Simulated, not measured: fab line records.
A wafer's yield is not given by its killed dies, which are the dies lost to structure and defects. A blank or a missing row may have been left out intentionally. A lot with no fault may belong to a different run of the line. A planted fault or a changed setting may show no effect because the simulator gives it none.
Comparing a struck lot with a sound one ; flow nand harc ; 13 steps out of a route of 1302
Sound: wafers L792.1, L792.5, L792.6. Struck: wafer L806.1. (L806.2 of the same lot was not struck and is left out.) The cause comes at the end.
Each step with rows lists, per side, the tool, then ch with its chambers, then its first start. Under that, the readings that differ: sound wafers ; struck wafers ; difference of the means ; sigmas: that difference in standard deviations of wafers without a fault.
alike: readings whose means differ by less than 2 such deviations, and words and numbers that are the same on both sides. not compared: withheld readings, readings that some wafer has no value for, bounds like >300 that may hide the same value, and numbers for which the record gives no deviation and whose values overlap.
The two part at a step that has a row with sigmas, a row that says differs or no value, or rows on one side only. Numbers that have no deviation but don't overlap get no sigmas and don't part them. Lack of a reading on every wafer of one side parts them only where that side has two or more wafers.

first, 1 step without rows for these wafers: NHARC_A_CONTACT_STRIP_27 (strips in post etch residue remover, time 600 s).
NHARC_A_CONTACT_ALD_18: deposits TiN, target thk 3 nm, pulse time 1 s, ald cycles 150.
  sound on ald metal-01 ch 0,1, day 24 06:25; struck on ald metal-04 ch 1, day 30 17:12
reading;sound;struck;difference;sigmas
heater power w (W);989 979 950;1228;+255;+3
  alike: precursor pulse height rel
NHARC_A_CONTACT_CVD_19: deposits W, target thk 300 nm, time 802 s.
  sound on cvd w-02 ch 0,1; struck on cvd w-02 ch 0
  alike: heater power w, throttle valve pct
NHARC_A_CONTACT_CMP_20: polishes, t overpolish 30 s, target thk 300 nm.
  sound on cmp-01 ch 1,2,3, day 24 07:34; struck on cmp-04 ch 2, day 30 18:17
reading;sound;struck;difference;sigmas
time to endpoint s (s);66 66 65;50;-16;-3
  alike: motor current A, overpolish run s, slurry filter dp kPa
next, for these wafers, 1 step has no rows: NHARC_A_CONTACT_SRD_22.
NHARC_A_CONTACT_INSPECT_23:
  sound on defect inspect-01 at day 24 07:53; struck on defect inspect-02 at day 30 18:42
  alike: raw defect count
then, 5 steps without rows for these wafers: NHARC_A_BLC_DEHYDRATE_00 (time 120 s); NHARC_A_BLC_HMDS_01 (time 30 s); NHARC_A_BLC_COAT_02 (time 75 s); NHARC_A_BLC_COAT_03 (time 65 s); NHARC_A_BLC_COAT_04 (resist thk 90 nm).
NHARC_A_BLC_SOFTBAKE_05: time 55 s.
  sound on litho track-06 ch 0, day 24 07:00; struck on litho track-01 ch 0, day 30 18:00
reading;sound;struck;difference;sigmas
heater power total W (W);188.48 188.35 188.39;219.12;+30.71;+99 or more
next, for these wafers, 1 step has no rows: NHARC_A_BLC_EBR_06.

## WHERE THEY PART
At NHARC_A_CONTACT_ALD_18 first; at NHARC_A_BLC_SOFTBAKE_05 last (within this record only).

WHY: what the simulator had put in
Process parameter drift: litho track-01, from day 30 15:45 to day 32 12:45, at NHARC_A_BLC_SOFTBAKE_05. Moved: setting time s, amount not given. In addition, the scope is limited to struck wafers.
